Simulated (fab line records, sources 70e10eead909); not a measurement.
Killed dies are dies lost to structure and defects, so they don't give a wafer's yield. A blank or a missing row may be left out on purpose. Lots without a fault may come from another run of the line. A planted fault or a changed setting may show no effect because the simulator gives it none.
fab line records | flow nand_harc
record lots=7 wafers=21 last_day=33
route steps=1302 shown A_CONTACT@1091 END@1302
lots that met no fault: from a run of the same line without faults
start_h: hours from the record's first day to the start of the lot's first wafer shown | wait_h: hours since the lot's step before | " the same as in the row above | L1.1+2: a row that stands for several wafers | - no value, or no start given | * or withheld: withheld | < > ~ a bound
route shown NAME@n: a module of which the file shows steps, and the number in the route of the first | usual: mean/standard deviation of fault-free wafers | same: alike in all rows | chamber/n: place in a boat | sites: the reading at each site | _std_site: their standard deviation | _edge_site: outer sites' mean less inner sites' | radius_mm: how far each site lies from the wafer's centre | mask NAME#n: copy n | behind: the tool/chamber that last shaped the wafer | hold: why the lot was held/for how many hours/how that ended | device: the transistor (n, p or np) that didn't switch | end of line: the same wafers' tests at the end of the route | a step without rows: its recipe alone | killed: dies lost to structure and defects at the first sort, not the wafer's yield | map: a wafer's dies, x killed, . not, _ none there
set.NAME: the setting as run; set.NAME@STEP: as run at that earlier step | model.NAME: the simulator's own value behind a step, which no gauge read
lots at some steps of the route; a table a step, a row a wafer
services: from which hour (start_h, from the record's first day; less than 0 if before it) a tool's chamber was out of use, for how many hours, and why
## steps
# step NHARC_A_CONTACT_ETCH_139
# recipe source_w=withheld pressure_mtorr=20 bias_v=400 time_s=195 target_depth_a=8400 ar_flow_sccm=withheld c4f8_flow_sccm=11.5 o2_flow_sccm=7.2 chemistry=C4F8/O2/Ar
# columns lot.wafer tool chamber start_h wait_h rf_hours_counter_h
L770.1 har_cap_etch-03 0 536.49 0.2 48
L770.2 " 1 " " 48
L770.6 " 1 " " -
L771.2 har_cap_etch-02 0 545.61 0.2 97
L771.6 " 0 " " -
L771.5 " 1 " " -
L772.4 har_cap_etch-01 1 569.79 0.4 -
L772.6 " 0 " " -
L772.5 " 1 " " -
L781.2 har_cap_etch-03 0 654.85 0.2 71
L781.4 " 0 " " -
L781.5 " 0 " " -
L786.2 har_cap_etch-01 1 701.51 0.2 36
L786.4 " 1 " " -
L786.3 " 0 " " -
L789.1 har_cap_etch-02 0 720.78 0.2 130
L789.5 " 1 " " -
L789.6 " 0 " " -
L790.1 har_cap_etch-02 1 741.15 0.2 133
L790.4 " 0 " " -
L790.5 " 1 " " -
# step NHARC_A_CONTACT_ETCH_92
# recipe target_depth_a=400 over_etch_frac=0.5 time_s=85.7 ion_energy_ev=120 ch3f_flow_sccm=50 o2_flow_sccm=30 ar_flow_sccm=200 rf_w=500 bias_w=100 chemistry=CH3F/O2
# usual drypump_motor_current_A=5.6/0.32 oes_product_au=0.930/0.023 rf_vpp_V=244.2/1.6 showerhead_plenum_p_Torr=2.45/0.096 throttle_valve_pct=20.663/0.0098
# columns lot.wafer tool chamber start_h wait_h drypump_motor_current_A oes_product_au rf_hours_counter_h rf_vpp_V showerhead_plenum_p_Torr throttle_valve_pct
L770.2 rie_diel-01 0 537.05 0.5 5.4 0.917 52 245.8 2.62 20.667
L770.1 " 3 " " 6.1 0.908 50 246.3 2.59 20.660
L770.6 " 0 " " 5.4 0.920 - 247.3 2.62 20.673
L771.2 rie_diel-04 0 546.17 0.5 5.1 0.931 2 243.8 2.38 20.659
L771.5 " 0 " " 5.0 0.933 - 243.7 2.38 20.671
L771.6 " 3 " " 5.8 0.945 - 242.8 2.41 20.674
L772.4 rie_diel-04 1 570.37 0.5 5.6 0.921 - 242.4 2.36 20.663
L772.5 " 3 " " 5.8 0.930 - 243.9 2.41 20.660
L772.6 " 0 " " 5.1 0.909 - 242.0 2.38 20.664
L781.4 rie_diel-04 3 655.42 0.4 5.8 0.999 21 242.9 2.40 20.682
L781.2 " 0 " " 5.1 1.003 21 243.3 2.37 20.683
L781.5 " 3 " " 5.8 0.994 - 243.3 2.40 20.670
L786.4 rie_diel-01 2 702.07 0.4 5.5 0.908 47 243.1 2.39 20.670
L786.2 " 3 " " 6.1 0.926 41 247.1 2.57 20.667
L786.3 " 0 " " 5.4 0.915 44 247.0 2.59 20.654
L789.1 rie_diel-04 3 721.31 0.5 5.8 0.961 1 242.7 2.40 20.658
L789.6 " 2 " " 5.7 0.939 - 245.8 2.57 20.655
L789.5 " 3 " " 5.8 0.957 - 243.1 2.40 20.671
L790.1 rie_diel-04 0 741.71 0.5 5.1 0.928 7 241.5 2.37 20.657
L790.4 " 0 " " 5.1 0.924 - 243.1 2.37 20.661
L790.5 " 0 " " 5.1 0.930 - 241.8 2.36 20.651
# step NHARC_A_CONTACT_ETCH_98
# recipe target_depth_a=200 over_etch_frac=0.5 time_s=10 ion_energy_ev=250 c4f6_flow_sccm=25 o2_flow_sccm=20 ar_flow_sccm=500 rf_w=600 bias_w=500 chemistry=C4F6/O2
# step NHARC_A_CONTACT_CD_MEAS_15
# usual cd_nm=190.0/0.56
# columns lot.wafer tool chamber start_h wait_h cd_nm
L770.1 cd_sem-01 - 537.30 - 191.1
L770.2 " - " " 189.8
L770.6 " - " " 189.9
L771.2 cd_sem-03 - 546.42 - 189.6
L771.5 " - " " 189.4
L771.6 " - " " 189.5
L772.4 cd_sem-03 - 570.57 - 190.9
L772.5 " - " " 191.0
L772.6 " - " " 190.4
L781.2 cd_sem-01 - 655.63 - 190.1
L781.4 " - " " 190.9
L781.5 " - " " 190.6
L786.2 cd_sem-01 - 702.32 - 190.2
L786.3 " - " " 189.7
L786.4 " - " " 189.5
L789.1 cd_sem-03 - 721.51 - 189.5
L789.5 " - " " 189.8
L789.6 " - " " 190.4
L790.1 cd_sem-01 - 742.63 0.1 189.1
L790.4 " - " " 188.8
L790.5 " - " " 188.7
# step NHARC_A_CONTACT_STRIP_107
# recipe n2_flow_sccm=150 h2_flow_sccm=150 ar_flow_sccm=0 bias_w=0 chemistry=N2/H2
# step NHARC_A_CONTACT_STRIP_108
# recipe cf4_flow_sccm=100 chf3_flow_sccm=30 ar_flow_sccm=0 bias_w=0 chemistry=CF4/CHF3
# step NHARC_A_CONTACT_STRIP_109
# recipe o2_flow_sccm=400 cos_flow_sccm=20 ar_flow_sccm=0 bias_w=0 chemistry=O2/COS
# step NHARC_A_CONTACT_ETCH_110
# recipe target_depth_a=600 overetch_a=60 time_s=33 ion_energy_ev=100 cf4_flow_sccm=80 o2_flow_sccm=20 ar_flow_sccm=0 rf_w=300 bias_w=100 chemistry=CF4/O2
# usual drypump_motor_current_A=5.6/0.32 oes_f_703_au=1.000/0.0051 oes_o_777_au=1.001/0.0045 oes_product_au=0.996/0.0091 rf_vpp_V=197.8/1.4 showerhead_plenum_p_Torr=1.33/0.052 throttle_valve_pct=13.399/0.0084
# columns lot.wafer tool chamber start_h wait_h drypump_motor_current_A oes_f_703_au oes_o_777_au oes_product_au rf_hours_counter_h rf_vpp_V showerhead_plenum_p_Torr throttle_valve_pct
L770.2 rie_diel-01 1 538.05 0.1 6.0 1.005 1.005 0.983 42 197.5 1.34 13.409
L770.1 " 2 " " 5.5 0.995 1.002 1.009 54 197.4 1.31 13.403
L770.6 " 2 " " 5.5 1.005 0.997 1.000 - 197.6 1.31 13.403
L771.2 rie_diel-04 0 546.83 0.1 5.1 0.991 1.000 0.995 2 197.6 1.29 13.399
L771.6 " 3 " " 5.8 0.997 1.000 1.003 - 197.0 1.31 13.395
L771.5 " 1 " " 5.6 1.002 1.006 0.998 - 196.0 1.28 13.410
L772.4 rie_diel-01 0 570.85 0.0 5.4 1.003 0.997 0.998 0 199.6 1.42 13.394
L772.5 " 0 " " 5.4 1.000 1.011 0.988 - 199.5 1.42 13.405
L772.6 " 1 " " 6.0 0.996 1.006 0.982 - 196.6 1.34 13.415
L781.4 rie_diel-04 2 655.92 0.1 5.7 1.003 0.996 0.978 15 198.2 1.40 13.393
L781.2 " 3 " " 5.8 1.000 0.993 0.992 21 196.6 1.30 13.405
L781.5 " 2 " " 5.7 0.998 1.004 0.982 - 199.2 1.40 13.392
L786.4 rie_diel-04 0 702.61 0.0 5.1 0.991 1.014 0.996 29 196.0 1.29 13.388
L786.3 " 1 " " 5.6 1.008 0.998 0.992 28 196.4 1.27 13.402
L786.2 " 3 " " 5.8 1.008 1.006 1.009 29 198.3 1.30 13.371
L789.1 rie_diel-04 3 721.99 0.1 5.8 1.002 0.997 1.008 1 197.0 1.30 13.407
L789.6 " 1 " " 5.6 0.992 1.000 0.978 - 197.1 1.27 13.399
L789.5 " 2 " " 5.7 0.995 0.996 0.999 - 199.3 1.39 13.391
L790.1 rie_diel-04 3 743.51 0.1 5.8 1.004 0.998 1.004 6 196.4 1.30 13.415
L790.4 " 0 " " 5.1 1.000 0.999 1.013 - 195.8 1.28 13.402
L790.5 " 2 " " 5.7 0.998 1.000 1.002 - 199.1 1.39 13.393
# step NHARC_A_CONTACT_STRIP_26
# recipe o2_flow_sccm=500 ar_flow_sccm=0 bias_w=0 chemistry=O2
# step NHARC_A_CONTACT_STRIP_27
# recipe time_s=600 temp_c=30 chemistry=post_etch_residue_remover
# step NHARC_A_CONTACT_ALD_18
# recipe target_thk_a=30 pulse_time_s=1 ald_cycles=150 temp_c=450 material=TiN
# usual heater_power_w=1122/110 precursor_pulse_height_rel=1.000/0.02 susceptor_temp_C=450.01/0.23
# columns lot.wafer tool chamber start_h wait_h heater_power_w precursor_pulse_height_rel susceptor_temp_C
L770.2 ald_metal-04 1 538.72 - 1145 0.991 450.19
L770.1 " 3 " " 1252 0.974 450.24
L770.6 " 1 " " 1133 0.988 450.38
L771.2 ald_metal-04 2 547.59 - 961 0.996 450.03
L771.6 " 3 " " 1233 0.997 450.05
L771.5 " 1 " " 1167 0.994 449.96
L772.4 ald_metal-01 1 571.56 - 1068 0.994 449.73
L772.5 " 2 " " 960 1.021 449.94
L772.6 " 3 " " 1180 1.025 449.99
L781.2 ald_metal-03 3 656.59 - 1188 1.033 449.92
L781.5 " 2 " " 1037 1.016 450.33
L781.4 " 0 " " 1285 1.029 450.03
L786.3 ald_metal-01 0 703.26 - 1203 0.957 450.13
L786.2 " 1 " " 1063 0.961 449.76
L786.4 " 2 " " 948 1.022 450.05
L789.1 ald_metal-04 3 722.65 - 1233 0.994 450.00
L789.6 " 2 " " 915 0.988 450.62
L789.5 " 1 " " 1209 0.971 449.95
L790.1 ald_metal-01 0 744.28 - 1151 1.033 450.29
L790.4 " 0 " " 1135 0.999 449.96
L790.5 " 1 " " 1061 0.933 450.38
# step NHARC_A_CONTACT_CVD_19
# recipe target_thk_a=3000 temp_c=300 pressure_torr=40 wf6_flow_sccm=40 h2_flow_sccm=1600 ar_flow_sccm=1560 time_s=802 material=W
# usual heater_power_w=488/63 mfc_h2_sccm=1601/4.6 susceptor_temp_C=300.00/0.21 throttle_valve_pct=7.92/0.23
# columns lot.wafer tool chamber start_h wait_h heater_power_w mfc_h2_sccm susceptor_temp_C throttle_valve_pct
L770.2 cvd_w-01 1 - - 469 1601 299.99 8.29
L770.1 " 0 " " 591 1599 299.97 7.53
L770.6 " 1 " " 455 1608 299.92 8.10
L771.2 cvd_w-02 0 - - 436 1604 - 7.97
L771.6 " 0 " " 431 1596 - 8.06
L771.5 " 1 " " 480 1599 - 7.80
L772.4 cvd_w-02 0 - - 438 1602 299.92 7.98
L772.5 " 0 " " 430 1598 299.95 8.16
L772.6 " 1 " " 478 1597 300.06 8.07
L781.2 cvd_w-02 1 - - 474 1600 299.91 7.58
L781.4 " 1 " " 486 1598 300.31 7.72
L781.5 " 1 " " 474 1592 300.37 7.75
L786.2 cvd_w-02 1 - - 485 1598 - 7.47
L786.3 " 1 " " 485 1606 - 7.67
L786.4 " 0 " " 415 1599 - 7.97
L789.1 cvd_w-02 0 - - 426 1594 299.79 8.10
L789.6 " 0 " " 421 1600 299.94 8.02
L789.5 " 1 " " 486 1599 299.83 7.82
L790.1 cvd_w-02 0 - - 434 1599 299.68 7.87
L790.4 " 1 " " 474 1598 299.80 7.56
L790.5 " 0 " " 440 1605 299.49 7.97
# step NHARC_A_CONTACT_CMP_20
# recipe t_overpolish_s=30 target_thk_nm=300
# usual edge_zone_pressure_frac=1.000/0.005 motor_current_A=12.1/1.4 overpolish_run_s=30.000/0.0089 time_to_endpoint_s=59/3.8
# columns lot.wafer tool chamber start_h wait_h edge_zone_pressure_frac motor_current_A overpolish_run_s time_to_endpoint_s
L770.1 cmp-04 3 539.81 0.7 - - - -
L770.2 " 0 " " - - - -
L770.6 " 2 " " - - - -
L771.2 cmp-03 3 548.70 0.8 - - - -
L771.5 " 1 " " - - - -
L771.6 " 2 " " - - - -
L772.4 cmp-04 2 572.62 0.5 - - - -
L772.5 " 1 " " - - - -
L772.6 " 2 " " - - - -
L781.2 cmp-03 0 657.71 0.8 1.004 14.5 29.987 58
L781.4 " 3 " " 0.993 10.5 30.007 64
L781.5 " 0 " " 0.997 14.1 29.972 58
L786.2 cmp-01 2 704.39 0.8 1.005 12.6 30.017 57
L786.4 " 3 " " 0.987 11.1 30.008 61
L786.3 " 1 " " 0.998 10.9 30.010 58
L789.1 cmp-04 0 723.81 0.8 1.001 11.5 29.988 60
L789.6 " 3 " " 1.001 13.1 30.006 51
L789.5 " 0 " " 1.002 12.2 29.999 62
L790.1 cmp-03 1 745.41 0.8 1.005 11.1 29.992 50
L790.4 " 2 " " 0.995 10.7 29.994 60
L790.5 " 2 " " 0.996 9.9 29.987 59
# step NHARC_A_CONTACT_SRD_22
# step NHARC_A_CONTACT_INSPECT_23
# usual raw_defect_count=529/140
# columns lot.wafer tool chamber start_h wait_h raw_defect_count
L770.1 defect_inspect-02 - 540.19 0.1 2597
L770.2 " - " " 2568
L770.6 " - " " 2657
L771.2 defect_inspect-02 - 549.06 0.1 2721
L771.5 " - " " 2709
L771.6 " - " " 2939
L772.4 defect_inspect-02 - 573.00 0.1 2598
L772.5 " - " " 2539
L772.6 " - " " 2786
L781.2 defect_inspect-02 - 658.11 0.1 646
L781.4 " - " " 802
L781.5 " - " " 472
L786.2 defect_inspect-02 - 704.79 0.1 557
L786.3 " - " " 858
L786.4 " - " " 595
L789.1 defect_inspect-02 - 724.19 0.1 589
L789.5 " - " " 496
L789.6 " - " " 590
L790.1 defect_inspect-01 - 745.82 0.1 592
L790.4 " - " " 485
L790.5 " - " " 443
# step NHARC_END_SORT_01
# recipe temp_c=25
# usual killed_at_array=55/19 killed_at_other=0.8/1.1 killed_at_periphery=4.0/2.6 killed_dies=60/20 killed_open=3.4/1.7 killed_short=2.6/1.5
# same gross_dies=677
# columns lot.wafer tool chamber start_h wait_h killed_at_array killed_at_other killed_at_periphery killed_dies killed_open killed_short
L770.1 prober-01 0 581.85 2.5 673 0 4 677 5 5
L770.2 prober-01 0 582.65 2.8 676 1 0 677 1 4
L770.6 prober-01 0 585.85 4.0 675 0 2 677 4 1
L771.2 prober-01 0 592.79 2.8 676 0 1 677 4 5
L771.5 prober-01 0 595.16 3.7 674 0 3 677 4 1
L771.6 prober-01 0 595.95 3.9 674 1 2 677 1 2
L772.4 prober-02 0 620.58 3.4 673 0 4 677 4 2
L772.5 prober-02 0 621.38 3.7 672 1 4 677 6 5
L772.6 prober-02 0 622.17 4.0 673 0 4 677 6 3
# killed by level:class
L770.1 A_CONTACT:area_cmp=613 A_CHANNEL_HOLE_D1:chamber_film_flake=36 A_CHANNEL_HOLE_D2:chamber_film_flake=9 A_CHANNEL_FILL_D2:geometric_particle:short=3 P_GATE:chamber_film_flake=2 A_STAIRCASE:chamber_film_flake=2 A_WL_FILL:chamber_film_flake=2 P_CONTACT:geometric_particle:open=1
L770.2 A_CONTACT:area_cmp=633 A_CHANNEL_HOLE_D1:chamber_film_flake=23 A_CHANNEL_HOLE_D2:chamber_film_flake=9 A_STAIRCASE:chamber_film_flake=2 A_WL_FILL:chamber_film_flake=2 A_ONON_D1:geometric_particle:short=1 A_ONON_D2:geometric_particle:short=1 A_CHANNEL_FILL_D2:geometric_particle:open=1
L770.6 A_CONTACT:area_cmp=628 A_CHANNEL_HOLE_D1:chamber_film_flake=31 A_CHANNEL_HOLE_D2:chamber_film_flake=8 P_CONTACT:geometric_particle:open=1 P_M0:geometric_particle:open=1 A_ONON_D1:geometric_particle:open=1 A_SGD_CUT:geometric_particle:short=1 A_CONTACT:geometric_particle:open=1
L771.2 A_CONTACT:area_cmp=585 A_SLIT:chamber_film_flake=29 A_CHANNEL_HOLE_D2:chamber_film_flake=19 A_CHANNEL_HOLE_D1:chamber_film_flake=19 A_CONTACT:chamber_film_flake=8 A_STAIRCASE:chamber_film_flake=6 A_CHANNEL_FILL_D2:geometric_particle:short=2 P_GATE:geometric_particle:open=1
L771.5 A_CONTACT:area_cmp=599 A_SLIT:chamber_film_flake=26 A_CHANNEL_HOLE_D1:chamber_film_flake=19 A_CHANNEL_HOLE_D2:chamber_film_flake=16 A_CONTACT:chamber_film_flake=5 A_STAIRCASE:chamber_film_flake=4 A_SGD_CUT:geometric_particle:open=3 P_M0:geometric_particle:open=1
L771.6 A_CONTACT:area_cmp=576 A_SLIT:chamber_film_flake=32 A_CHANNEL_HOLE_D1:chamber_film_flake=27 A_CHANNEL_HOLE_D2:chamber_film_flake=24 A_CONTACT:chamber_film_flake=5 A_STAIRCASE:chamber_film_flake=4 A_WL_FILL:chamber_film_flake=3 P_CONTACT:geometric_particle:open=1
L772.4 A_CONTACT:area_cmp=606 A_SLIT:chamber_film_flake=25 A_CHANNEL_HOLE_D1:chamber_film_flake=24 A_CONTACT:chamber_film_flake=6 A_CHANNEL_HOLE_D2:chamber_film_flake=5 A_M0:geometric_particle:open=2 P_ZERO_WELL:chamber_film_flake=2 A_CHANNEL_FILL_D1:geometric_particle:open=1
L772.5 A_CONTACT:area_cmp=597 A_CHANNEL_HOLE_D1:chamber_film_flake=32 A_SLIT:chamber_film_flake=28 A_CHANNEL_HOLE_D2:chamber_film_flake=5 A_DECK1_JOINT:geometric_particle:short=2 A_CONTACT:chamber_film_flake=2 P_GATE:geometric_particle:open=1 P_CONTACT:geometric_particle:open=1
L772.6 A_CONTACT:area_cmp=603 A_CHANNEL_HOLE_D1:chamber_film_flake=29 A_SLIT:chamber_film_flake=17 A_CHANNEL_HOLE_D2:chamber_film_flake=8 A_CONTACT:chamber_film_flake=6 A_M0:geometric_particle:open=2 P_ZERO_WELL:chamber_film_flake=2 P_M0:geometric_particle:open=1
# map L770.1 (x killed, . not)
____________x____________
_________xxxxxxx_________
_______xxxxxxxxxxx_______
______xxxxxxxxxxxxx______
_____xxxxxxxxxxxxxxx_____
____xxxxxxxxxxxxxxxxx____
____xxxxxxxxxxxxxxxxx____
___xxxxxxxxxxxxxxxxxxx___
___xxxxxxxxxxxxxxxxxxx___
__xxxxxxxxxxxxxxxxxxxxx__
__xxxxxxxxxxxxxxxxxxxxx__
_xxxxxxxxxxxxxxxxxxxxxxx_
_xxxxxxxxxxxxxxxxxxxxxxx_
_xxxxxxxxxxxxxxxxxxxxxxx_
_xxxxxxxxxxxxxxxxxxxxxxx_
_xxxxxxxxxxxxxxxxxxxxxxx_
xxxxxxxxxxxxxxxxxxxxxxxxx
xxxxxxxxxxxxxxxxxxxxxxxxx
xxxxxxxxxxxxxxxxxxxxxxxxx
xxxxxxxxxxxxxxxxxxxxxxxxx
xxxxxxxxxxxxxxxxxxxxxxxxx
_xxxxxxxxxxxxxxxxxxxxxxx_
_xxxxxxxxxxxxxxxxxxxxxxx_
_xxxxxxxxxxxxxxxxxxxxxxx_
_xxxxxxxxxxxxxxxxxxxxxxx_
_xxxxxxxxxxxxxxxxxxxxxxx_
__xxxxxxxxxxxxxxxxxxxxx__
__xxxxxxxxxxxxxxxxxxxxx__
___xxxxxxxxxxxxxxxxxxx___
___xxxxxxxxxxxxxxxxxxx___
____xxxxxxxxxxxxxxxxx____
____xxxxxxxxxxxxxxxxx____
_____xxxxxxxxxxxxxxx_____
______xxxxxxxxxxxxx______
_______xxxxxxxxxxx_______
_________xxxxxxx_________
____________x____________
# map L771.2 (x killed, . not)
____________x____________
_________xxxxxxx_________
_______xxxxxxxxxxx_______
______xxxxxxxxxxxxx______
_____xxxxxxxxxxxxxxx_____
____xxxxxxxxxxxxxxxxx____
____xxxxxxxxxxxxxxxxx____
___xxxxxxxxxxxxxxxxxxx___
___xxxxxxxxxxxxxxxxxxx___
__xxxxxxxxxxxxxxxxxxxxx__
__xxxxxxxxxxxxxxxxxxxxx__
_xxxxxxxxxxxxxxxxxxxxxxx_
_xxxxxxxxxxxxxxxxxxxxxxx_
_xxxxxxxxxxxxxxxxxxxxxxx_
_xxxxxxxxxxxxxxxxxxxxxxx_
_xxxxxxxxxxxxxxxxxxxxxxx_
xxxxxxxxxxxxxxxxxxxxxxxxx
xxxxxxxxxxxxxxxxxxxxxxxxx
xxxxxxxxxxxxxxxxxxxxxxxxx
xxxxxxxxxxxxxxxxxxxxxxxxx
xxxxxxxxxxxxxxxxxxxxxxxxx
_xxxxxxxxxxxxxxxxxxxxxxx_
_xxxxxxxxxxxxxxxxxxxxxxx_
_xxxxxxxxxxxxxxxxxxxxxxx_
_xxxxxxxxxxxxxxxxxxxxxxx_
_xxxxxxxxxxxxxxxxxxxxxxx_
__xxxxxxxxxxxxxxxxxxxxx__
__xxxxxxxxxxxxxxxxxxxxx__
___xxxxxxxxxxxxxxxxxxx___
___xxxxxxxxxxxxxxxxxxx___
____xxxxxxxxxxxxxxxxx____
____xxxxxxxxxxxxxxxxx____
_____xxxxxxxxxxxxxxx_____
______xxxxxxxxxxxxx______
_______xxxxxxxxxxx_______
_________xxxxxxx_________
____________x____________
## services
# columns tool chamber start_h hours kind
cmp-03 - 518.74 0.6 repair
ald_metal-01 - 526.00 10.0 pm
rie_diel-04 - 531.96 9.0 pm
cvd_w-02 0 534.88 4.2 repair
cmp-03 - 537.66 10.0 repair
cmp-04 - 541.99 3.2 repair
ald_metal-04 0 546.34 24.7 repair
rie_diel-04 2 553.89 3.6 repair
cmp-03 - 554.88 4.0 pm
rie_diel-04 2 557.75 13.7 repair
rie_diel-01 - 557.82 9.0 pm
cmp-03 - 560.85 0.6 repair
rie_diel-04 1 565.42 2.6 repair
rie_diel-04 1 591.59 3.2 repair
cvd_w-02 - 631.07 13.0 pm
rie_diel-01 0 636.26 1.2 repair
rie_diel-01 3 664.64 4.5 repair
cvd_w-02 1 675.73 2.8 repair
cvd_w-02 - 681.96 1.4 repair
cvd_w-02 1 685.79 6.6 repair
rie_diel-04 - 708.96 9.0 pm
rie_diel-04 1 733.64 12.1 repair
rie_diel-01 - 736.74 9.0 pm
rie_diel-04 3 740.89 2.5 repair
## key
first_sign step=NHARC_A_CONTACT_CMP_20 reading=tool_record direction=missing
effect step=NHARC_A_CONTACT_INSPECT_23 reading=raw_defect_count direction=up sigmas=16 usual=529 struck=2679
effect step=NHARC_END_SORT_01 reading=killed_at_array direction=up sigmas=32 usual=55 struck=674
more_kills_born_at NHARC_A_CONTACT_CMP_20@cmp-04=3680 NHARC_A_CONTACT_CMP_20@cmp-03=1760
met_at NHARC_A_CONTACT_CMP_20
struck_wafers L770.1,L770.2,L770.6,L771.2,L771.5,L771.6,L772.4,L772.5,L772.6
later_rows_left_out L770.1,L770.2,L770.6,L771.2,L771.5,L771.6,L772.4,L772.5,L772.6
tester_left_out L770,L771,L772
fault kind=skipped_step_whole tool=cmp-03,cmp-04 chamber=- onset_h=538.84 steps=NHARC_A_CONTACT_CMP_20 scope=struck_lots_only
# tester_left_out: of these lots the tester's yield and bins aren't shown, on N5 and GAA mostly nor the transistor test; their killed dies are dies lost to structure and defects alone, not to doping, threshold or leakage, so they don't give the yield
# later_rows_left_out: the simulator's readings of these wafers behind a module that went badly wrong aren't trusted and aren't shown, but for the sort
